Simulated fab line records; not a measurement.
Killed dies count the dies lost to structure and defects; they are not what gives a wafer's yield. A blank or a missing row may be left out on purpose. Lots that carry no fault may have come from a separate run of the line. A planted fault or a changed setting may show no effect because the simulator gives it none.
Which tool was responsible? ; flow nand harc ; Sampling: 14 lots, 42 wafers, 5 of 1159 route steps

== WHAT THE GAUGES READ, wafer by wafer ==
NHARC_A_M1_CD_MEAS_09: target cd 120 nm.
lot;measured;on;cd nm (nm)
L625;day 18 00:16;cd sem-03;120.5 120.3 120.7
L623;day 18 02:07;cd sem-03;120.4 120.2 122.0
L627;day 18 06:04;cd sem-03;120.3 119.9 120.6
L626;day 18 07:05;cd sem-02;119.9 119.1 119.2
L624;day 18 08:52;cd sem-03;120.5 120.7 119.9
L630;day 20 00:02;cd sem-02;121.0 119.7 120.5
L629;day 20 05:26;cd sem-03;118.7 119.2 118.7
L634;day 20 18:00;cd sem-02;120.4 119.7 120.2
L635;day 21 00:48;cd sem-01;120.9 119.6 120.8
L633;day 21 02:18;cd sem-01;120.1 120.5 119.7
L636;day 21 15:18;cd sem-01;119.5 119.9 119.5
L643;day 23 12:03;cd sem-02;120.3 120.2 119.7
L644;day 23 12:41;cd sem-03;119.5 120.9 120.2
L645;day 24 05:26;cd sem-02;118.8 120.0 120.0

NHARC_END_SORT_01.
lot;measured;on;defect limited yield (%);killed at array;killed at other;killed at periphery;killed dies;killed open;killed short;sort_bin_2_pct (%);sort_bin_3_pct (%);sort_bin_4_pct (%);sort n pass;sort rim yield pct (%);sort yield pct (%)
L630;day 21 12:47;prober-01;96.9 96.2 95.6;12 14 17;1 0 1;8 12 12;21 26 30;1 1 3;2 5 1;0.9 0.7 1.8;0.30 0.30 0;1.9 2.8 2.7;656 651 647;97.2 96.2 96.2;96.9 96.2 95.6
L634;day 22 19:31;prober-01;38.7 33.7 33.7;410 447 444;3 1 2;2 1 3;415 449 449;1 2 5;2 1 2;22.2 22.6 22.2;5.32 5.47 6.65;33.8 38.3 37.5;262 228 228;39.6 31.1 38.7;38.7 33.7 33.7
L635;day 23 02:59;prober-01;35.9 37.2 38.3;433 425 416;0 0 2;1 0 0;434 425 418;3 1 1;1 2 0;22.6 22.3 24.1;3.84 4.58 3.55;37.7 35.9 34.1;243 252 259;38.7 37.7 34.9;35.9 37.2 38.3
L636;day 23 03:23;prober-01;94.2;35;2;2;39;3;1;2.1;0.30;3.4;638;97.2;94.2

== TOOL THAT RAN EACH LOT (tool first, then ch and the chambers of the sampled wafers, then the start) ==
lot;NHARC_A_M0_PRE_CLEAN_31;NHARC_A_M0_DEP_32;NHARC_A_M1_ECD_22
L625;pecvd-02 ch 1,2, day 17 22:58;pecvd-02 ch 1,2, day 17 23:04;ecd cu-02 ch 0,1, day 18 01:55
L623;pecvd-02 ch 0,2, day 18 00:46;pecvd-02 ch 0,2, day 18 00:50;ecd cu-01 ch 0,1, day 18 03:56
L627;pecvd-01 ch 0,2, day 18 04:45;pecvd-01 ch 0,2, day 18 04:52;ecd cu-01 ch 0,1, day 18 07:41
L626;pecvd-01 ch 1,2, day 18 05:46;pecvd-01 ch 1,2, day 18 05:53;ecd cu-01 ch 0,1, day 18 08:42
L624;pecvd-02 ch 0,2, day 18 07:30;pecvd-02 ch 0,2, day 18 07:35;ecd cu-01 ch 0,1, day 18 10:26
L630;pecvd-02 ch 0,2, day 19 22:43;pecvd-02 ch 0,2, day 19 22:48;ecd cu-01 ch 0,1, day 20 01:40
L629;pecvd-02 ch 0,1,2, day 20 03:58;pecvd-02 ch 0,1,2, day 20 04:02;ecd cu-02 ch 0,1, day 20 07:02
L634;pecvd-02 ch 0,1,2, day 20 16:39;pecvd-02 ch 0,1,2, day 20 16:44;ecd cu-02 ch 0,1, day 20 19:39
L635;pecvd-01 ch 0,2, day 20 22:16;pecvd-01 ch 0,2, day 20 22:28;ecd cu-02 ch 0,1, day 21 02:34
L633;pecvd-02 ch 0,2, day 21 00:34;pecvd-02 ch 0,2, day 21 00:40;ecd cu-01 ch 0,1, day 21 03:56
L636;pecvd-02 ch 0,1, day 21 13:58;pecvd-02 ch 0,1, day 21 14:02;ecd cu-01 ch 0,1, day 21 16:52
L643;pecvd-01 ch 0, day 23 10:34;pecvd-01 ch 0, day 23 10:44;ecd cu-01 ch 0,1, day 23 13:40
L644;pecvd-02 ch 0,2, day 23 11:20;pecvd-02 ch 0,2, day 23 11:30;ecd cu-02 ch 0,1, day 23 14:22
L645;pecvd-03 ch 0,1,2, day 24 04:00;pecvd-03 ch 0,1,2, day 24 04:07;ecd cu-02 ch 1, day 24 07:05
- NHARC_A_M0_PRE_CLEAN_31: time 12 s.
- NHARC_A_M0_DEP_32: deposits SiCN, target thk 30 nm.
- NHARC_A_M1_ECD_22: material Cu, target thk 400 nm.

== WHAT THE TOOLS THEMSELVES READ (means of the sampled wafers that have a number; where no wafer has one, the mark that the record gives instead) ==
NHARC_A_M0_PRE_CLEAN_31.
lot;tool;heater power w (W)
L625;pecvd-02;636
L623;pecvd-02;628
L627;pecvd-01;697
L626;pecvd-01;551
L624;pecvd-02;529
L630;pecvd-02;547
L629;pecvd-02;588
L634;pecvd-02;568
L635;pecvd-01;623
L633;pecvd-02;594
L636;pecvd-02;543
L643;pecvd-01;647
L644;pecvd-02;623
L645;pecvd-03;635

NHARC_A_M0_DEP_32.
lot;tool;heater power w (W)
L625;pecvd-02;571
L623;pecvd-02;482
L627;pecvd-01;590
L626;pecvd-01;576
L624;pecvd-02;536
L630;pecvd-02;482
L629;pecvd-02;557
L634;pecvd-02;537
L635;pecvd-01;635
L633;pecvd-02;538
L636;pecvd-02;513
L643;pecvd-01;581
L644;pecvd-02;513
L645;pecvd-03;602

== THE ANSWER, worked out from the rows above alone ==
Rule: the lots themselves supply what counts as usual. The widest of any qualifying gaps counts: lots, ordered by their means at a reading, are off when they make up no more than a third of the lots, leave a main group of 4 or more, and stand apart from it by 3 or more times the standard deviation of that group's means. A main group whose means are all the same, to the digits that the tables above print for the reading, isn't used. Also off: a lot with no number at a reading for which 4 or more lots have one. The other lots that the step has rows for count as sound. First the gauges in route order, then the tools' own readings, where a lot's mean is used as printed above. At the first step where some lot is off, the reading lying furthest off is the one used; lots without a number count as furthest.
No lot is off at any reading shown: from this, nothing can be told.

== WHAT WAS PUT IN BY THE SIMULATOR ==
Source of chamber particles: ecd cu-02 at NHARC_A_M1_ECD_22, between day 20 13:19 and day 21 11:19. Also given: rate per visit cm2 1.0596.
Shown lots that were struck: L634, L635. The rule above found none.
